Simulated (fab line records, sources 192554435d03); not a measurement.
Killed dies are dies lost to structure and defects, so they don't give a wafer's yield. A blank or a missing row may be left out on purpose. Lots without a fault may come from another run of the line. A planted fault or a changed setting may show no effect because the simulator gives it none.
Split-lot experiment | flow n5_finfet | 7 lots, 21 wafers read, on a route of 1938 steps

THE SPLIT
At N5_MIM_TOP_SPUTTER_03 (material TiN, target thk 35 nm, time 89.7 s), the setting power_w was moved away from the recipe's 3000 W on 7 of the 21 wafers read, by +6.9% to +15.5%. The other wafers ran this setting at the recipe's value.

The reading is taken at the split's own step.

THE READING
TiN_of_MIM_TOP_SPUTTER_03.thk_nm (the simulator's own value, which no gauge read), in nm, at N5_MIM_TOP_SPUTTER_03 (material TiN, target thk 35 nm, time 89.7 s). The file gives no usual value for it. The 14 wafers here that ran the recipe average 34.7 nm, standard deviation 0.46 nm.

wafer  | tool, chamber at the split | power_w as run, W | against the recipe | TiN_of_MIM_TOP_SPUTTER_03.thk_nm, nm | against lot-mates on the recipe
L082.4 | pvd_sputter-02, -          | 3000              | recipe             | 35                                   | -
L082.5 | pvd_sputter-02, -          | 3000              | recipe             | 35                                   | -
L082.6 | pvd_sputter-02, -          | 3000              | recipe             | 34.6                                 | -
L088.2 | pvd_sputter-01, -          | 3000              | recipe             | 34.8                                 | -
L088.3 | pvd_sputter-01, -          | 3000              | recipe             | 34                                   | -
L088.5 | pvd_sputter-01, -          | 3000              | recipe             | 34.6                                 | -
L092.3 | pvd_sputter-02, -          | 3000              | recipe             | 34.8                                 | -
L092.4 | pvd_sputter-02, -          | 3000              | recipe             | 35.4                                 | -
L092.6 | pvd_sputter-02, -          | 3000              | recipe             | 35.6                                 | -
L091.1 | pvd_sputter-03, -          | 3464              | +15.5%             | 40.2                                 | +5.8
L091.4 | pvd_sputter-03, -          | 3000              | recipe             | 34.4                                 | -
L091.6 | pvd_sputter-03, -          | 3464              | +15.5%             | 40                                   | +5.6
L090.2 | pvd_sputter-01, -          | 3000              | recipe             | 35                                   | -
L090.4 | pvd_sputter-01, -          | 3340              | +11.3%             | 38.4                                 | +3.4
L090.6 | pvd_sputter-01, -          | 3340              | +11.3%             | 38.8                                 | +3.8
L095.1 | pvd_sputter-02, -          | 3437              | +14.6%             | 40                                   | +5.4
L095.2 | pvd_sputter-02, -          | 3437              | +14.6%             | 40                                   | +5.4
L095.5 | pvd_sputter-02, -          | 3000              | recipe             | 34.6                                 | -
L096.1 | pvd_sputter-02, -          | 3000              | recipe             | 34                                   | -
L096.3 | pvd_sputter-02, -          | 3207              | +6.9%              | 37                                   | +2.9
L096.5 | pvd_sputter-02, -          | 3000              | recipe             | 34.2                                 | -

THE FIT
A straight line over all 21 wafers: TiN_of_MIM_TOP_SPUTTER_03.thk_nm changes by +0.352 nm for each +1% of power_w; r = +0.99; the points scatter about the line by 0.41 nm.
The same after taking each lot's own level away (the mean of its wafers on the recipe; 21 wafers): +0.361 nm for each +1%; r = +0.99; scatter 0.29 nm.
On that fit, the largest move of power_w shifts the reading by 5.6 nm.
The lots' own levels span 34.10 to 35.27 nm, that is 2.5 times the standard deviation above.
So the lot-to-lot level changes the slope little: the two slopes agree.
Check: with one of the wafers moved furthest among these (+15.5%) left out of the fit, the line predicts +5.52 nm for it against its lot-mates. It came out at +5.8 nm against them.

OTHER SPLITS ON THESE WAFERS
These wafers also went through other splits before the reading. Each is held against what the fit with the lots' levels taken away leaves over:
other split on the same wafers | wafers away from the commonest value | r with TiN_of_MIM_TOP_SPUTTER_03.thk_nm (lot level and that fit taken away)
N5_BEOL_M11_ETCH_41 time_s     | 4                                    | -0.30
N5_BEOL_M12_ETCH_67 source_w   | 10                                   | -0.26
N5_BEOL_M12_ETCH_38 time_s     | 6                                    | +0.04
N5_BEOL_M13_COAT_65 spin_rpm   | 7                                    | -0.07
N5_BEOL_M15_COAT_04 spin_rpm   | 7                                    | +0.14
N5_MIM_BOT_SPUTTER_00 time_s   | 6                                    | -0.12

THE WHOLE CHAIN: every reading that the file lists as answering this split, in the file's order
step                    | what it does                                | reading                                                                           | change (the file's fit)                                        | r (the file's)
N5_MIM_TOP_SPUTTER_03   | material TiN, target thk 35 nm, time 89.7 s | TiN_of_MIM_TOP_SPUTTER_03.thk_nm (the simulator's own value, which no gauge read) | +0.363 nm for each +1% of the setting                          | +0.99
N5_PASSIVATION_PROBE_49 |                                             | killed_dies                                                                       | +68.5 for each +1% of the setting, in a fit together with none | 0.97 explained

THE FILE'S OWN FIT
TiN_of_MIM_TOP_SPUTTER_03.thk_nm changes by +0.363 nm for each +1% of power_w, r = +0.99.
